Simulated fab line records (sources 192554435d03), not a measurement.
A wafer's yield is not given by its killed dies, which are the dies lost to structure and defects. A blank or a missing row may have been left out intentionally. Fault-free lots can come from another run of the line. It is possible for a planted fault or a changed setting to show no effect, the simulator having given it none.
Matching of chambers | flow n5-finfet | N5_BEOL_M1_ETCH_70 on rie-diel-01: 4 sister chambers
The step etches SOC in N2/H2, target depth 80 nm, overetch 16 nm, time 120 s. 8 wafers are shown with their chamber, then 11 later ones without.

## EACH WAFER AND ITS CHAMBER
wafer  | chamber | showerhead-plenum-p-Torr (Torr) | drypump-motor-current-A (A)
L080.2 | 2       | 2.71                            | 6.4
L086.2 | 0       | 2.46                            | 6.7
L086.6 | 3       | 2.49                            | 6.0
L088.5 | 3       | 2.48                            | 6.0
L088.6 | 0       | 2.45                            | 6.6
L090.2 | 2       | 2.70                            | 6.4
L090.5 | 1       | 2.54                            | 6.3
L093.3 | 1       | 2.53                            | 6.3

## WAFERS WITHOUT THEIR CHAMBER
wafer  | showerhead-plenum-p-Torr (Torr) | drypump-motor-current-A (A)
L093.5 | 2.45                            | 6.7
L093.6 | 2.54                            | 6.3
L095.1 | 2.45                            | 6.7
L095.4 | 2.53                            | 6.3
L095.6 | 2.70                            | 6.5
L097.1 | 2.45                            | 6.6
L097.2 | 2.48                            | 6.0
L097.6 | 2.53                            | 6.3
L096.1 | 2.48                            | 6.0
L096.3 | 2.53                            | 6.2
L096.6 | 2.70                            | 6.4

## CHAMBER TAKEN BY EACH
wafer  | from the rows above | in truth
L093.5 | 0                   | 0
L093.6 | 1                   | 1
L095.1 | 0                   | 0
L095.4 | 1                   | 1
L095.6 | 2                   | 2
L097.1 | 0                   | 0
L097.2 | 3                   | 3
L097.6 | 1                   | 1
L096.1 | 3                   | 3
L096.3 | 1                   | 1
L096.6 | 2                   | 2
Correctly placed: 11 of 11. Left unplaced by these rows: 0. 0 placed wrongly.
How it was worked out, from the rows above alone: a wafer's distance from a chamber is the root of the sum, over the readings, of the square of ((its reading less the chamber's mean) divided by the reading's scatter). The wafer belongs to the nearest chamber; if the next one is less than 2 further off, it can't be placed. For every chamber, the mean is computed from those of its wafers that are shown. The scatter: the root of (the sum of the squares of (reading less its chamber's mean) over the shown wafers, divided by (wafers less chambers)).
